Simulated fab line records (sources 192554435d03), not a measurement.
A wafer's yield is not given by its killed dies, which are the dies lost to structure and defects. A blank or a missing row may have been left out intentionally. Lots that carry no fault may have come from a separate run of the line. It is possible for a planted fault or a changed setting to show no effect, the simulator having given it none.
Comparing a struck lot with a sound one :: flow n5Finfet :: 14 out of 1938 route steps
Sound: these wafers, L522.1, L522.2, L522.4. Struck: wafer L528.4. (L528.1, L528.6 of the same lot were not struck and are left out.) The cause comes at the end.
Each step with rows lists, per side, the tool, then ch with its chambers, then its first start. Under that, the readings that differ: sound wafers :: struck wafers :: difference of the means :: sigmas: that difference in standard deviations of wafers without a fault.
alike: same words and numbers on both sides, and readings whose means sit less than 2 such deviations apart. not compared: any withheld reading, any reading some wafer has no value for, any bound like >300 that may hide the same value, and any number with overlapping values for which the record gives no deviation.
A row with sigmas, a row that says differs or no value, or rows on one side alone: a step with any of these is where the two part. Numbers that have no deviation but don't overlap get no sigmas and don't part them. A reading missing from all wafers of one side parts the sides only when that side holds two or more wafers.

first, 2 steps without rows for these wafers: N5_PASSIVATION_DEVELOP_29 (develop time 60 s); N5_PASSIVATION_HARDBAKE_31 (time 120 s).
N5_PASSIVATION_CD_MEAS_30: the cd target is 4000 nm.
  sound on cdSem-02 ch 0, day 12 22:13; struck on cdSem-02 ch 0, day 13 22:48
  alike: cdNm
N5_PASSIVATION_OVL_MEAS_63:
  sound on overlay-02 ch 0, day 12 22:15; struck on overlay-01 ch 0, day 13 22:50
  alike: PAD_OVL
N5_PASSIVATION_INSPECT_64: inspects for defects (macro).
  sound on defectInspect-01, day 12 22:16; struck on defectInspect-02, day 13 22:52
  alike: rawDefectCount
N5_PASSIVATION_DESCUM_32: chemistry O2, time 7.9 s.
  sound on rieDiel-05 ch 1,2,3, day 12 22:23; struck on rieDiel-05 ch 2, day 13 22:55
reading: rfHoursCounterH (h)
sound: 26 233 230
struck: 242
difference: +79
sigmas: 
  alike: drypumpMotorCurrentA, oesProductAu, rfVppV, showerheadPlenumPTorr, throttleValvePct
N5_PASSIVATION_AL_ETCH_33: etches Al in Cl2/BCl3, stops on TaN, target depth 2800 nm, time 466.7 s.
  sound on rieMetal-01 ch 0,1, day 12 22:28; struck on rieMetal-01 ch 1, day 13 23:01
  alike: drypumpMotorCurrentA, oesProductAu, throttleValvePct
  not compared: rfHoursCounterH
N5_PASSIVATION_ETCH_59: etches TaN in Cl2/BCl3, target depth 65 nm, time 34.9 s.
  sound on rieMetal-01 ch 0,1, day 12 22:52; struck on rieMetal-01 ch 1, day 13 23:25
  alike: drypumpMotorCurrentA, oesProductAu, throttleValvePct
  not compared: rfHoursCounterH
N5_PASSIVATION_STRIP_34: strips in O2.
  sound on rieDiel-05 ch 1,2,3, day 12 22:59; struck on rieDiel-05 ch 1, day 13 23:32
reading: rfVppV (V)
sound: 0.9 2.3 2.8
struck: 5.9
difference: +3.9
sigmas: +3
  alike: drypumpMotorCurrentA, oesProductAu, showerheadPlenumPTorr, throttleValvePct
  not compared: rfHoursCounterH
then, 3 steps without rows for these wafers: N5_PASSIVATION_STRIP_51 (strips in post etch residue remover, time 1200 s); N5_PASSIVATION_CLEAN_69 (cleans in IPA, time 180 s); N5_PASSIVATION_SRD_70 (time 30 s).
N5_PASSIVATION_PECVD_53: deposits SiO2 from TEOS/O2, target thk 800 nm, time 169.4 s.
  sound on pecvd-04 ch 0,1,2, day 12 23:29; struck on pecvd-03 ch 1, day 14 00:02
reading: susceptorTempC (C)
sound: 400.32 399.47 400.07
struck: 429.30
difference: +29.35
sigmas: +99 or more

reading: model.SiO2_of_PASSIVATION_PECVD_53.thkNm (nm)
sound: 801.6 804.8 816.2
struck: 654.4
difference: -153.1
sigmas: 
N5_PASSIVATION_PECVD_35: deposits SiNx from SiH4/NH3/N2, target thk 700 nm, time 151.3 s.
  sound on pecvd-04 ch 0,1,2, day 12 23:36; struck on pecvd-03 ch 1, day 14 00:08
  alike: heaterPowerW, showerheadPlenumPTorr, susceptorTempC, throttleValvePct

== WHERE THEY PART ==
At N5_PASSIVATION_STRIP_34 first; at N5_PASSIVATION_PECVD_53 last (within this record only). Later steps at which nothing parts them and some readings are alike: N5_PASSIVATION_PECVD_35.

WHY: whatever the simulator had introduced
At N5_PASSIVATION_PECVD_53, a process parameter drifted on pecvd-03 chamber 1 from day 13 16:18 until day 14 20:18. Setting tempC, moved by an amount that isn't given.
